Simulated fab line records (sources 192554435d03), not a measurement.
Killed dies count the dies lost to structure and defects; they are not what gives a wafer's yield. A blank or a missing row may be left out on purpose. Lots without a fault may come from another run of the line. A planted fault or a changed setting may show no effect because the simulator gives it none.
8D (eight disciplines) problem report, filled in by code | flow n5Finfet | the parts of the form that need people (team, actions taken, sign-off) are left out

## 1. THE PROBLEM
Mean of spinSpeedRpm at N5_BEOL_M3_COAT_62: 1315.5 rpm across 6 wafers in 2 lots; on wafers with no fault it is 1500.1 rpm (standard deviation 0.86). So: -99 or more standard deviations from the usual mean.
The step: time 60 s, resist thk 12 nm.
First seen on wafer L624.3, day 10 02:05, on lithoTrack-01. Wafers with a number at this step in the record: 12, from 4 lots. The rule behind "out" and "out of limits": a value lying over 4 standard deviations away from the usual mean. The rest of the wafers with a number are treated as sound.

## 2. WHAT IT IS AND WHAT IT IS NOT
question                    | is                     | is not
which readings at this step | spinSpeedRpm           | chillPlateTempC
which lots                  | L624, L625             | L615, L636
which wafers of those lots  | all that have a number | -
read on which tools         | lithoTrack-01          | lithoTrack-03
when                        | from day 10 02:05      | up to then (3 sound wafers); but 3 sound wafers of L636 came after

## 3. THE SUSPECTS, EACH WITH WHAT RULES IT OUT
Counting: a tool at any process step up to the reading remains a suspect when it ran all the lots that are out and ran no sound lot after the first of those.
- lithoTrack-01 at N5_BEOL_M3_COAT_62 (time 60 s, resist thk 12 nm): kept. It processed each lot that is out, first L624 at day 10 02:05, and no sound lot thereafter; up to then, the last sound lot it processed was L615 at day 7 19:07. Out on those wafers are its own readings of spinSpeedRpm.
The count leaves lithoTrack-01 at N5_BEOL_M3_COAT_62.

## 4. THE CAUSE (what the simulator had put in)
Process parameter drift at N5_BEOL_M3_COAT_62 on lithoTrack-01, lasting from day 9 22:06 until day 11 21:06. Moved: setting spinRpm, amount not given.
The count eliminated every tool but this one.

## 5. THE CHAIN OF EFFECTS, in route order
One row per reading whose mean, taken over the struck wafers that have a number, lies over 3 standard deviations from the usual. Readings are gone through only where the record gives a usual standard deviation; hours: the median, over the lots, of the time from a lot's start at the first step in this table giving one to that lot's start at this step; sigmas: the change measured in usual standard deviations.
hours | step               | reading       | usual      | on struck wafers | change | sigmas
0     | N5_BEOL_M3_COAT_62 | spinSpeedRpm  | 1500.1 rpm | 1315.5           | -184.5 | -99 or more
1     | N5_BEOL_M3_ETCH_63 | etchRfOnTimeS | 26.1 s     | 28.6             | +2.5   | +3.3
Process steps it contains:
- N5_BEOL_M3_COAT_62: time 60 s, resist thk 12 nm.
- N5_BEOL_M3_ETCH_63: etches SiARC in CF4, target depth 15.6 nm, time 26 s.
At these later measuring or inspecting steps, every struck wafer for which the step has a row has a number for every such reading, and none has moved that far: N5_BEOL_M4_RC_MEAS_101.

## 6. WHAT WOULD HAVE CAUGHT IT SOONER
In this record no reading fell out of limits until day 10 02:05, 4 hours after the fault had begun at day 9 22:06.
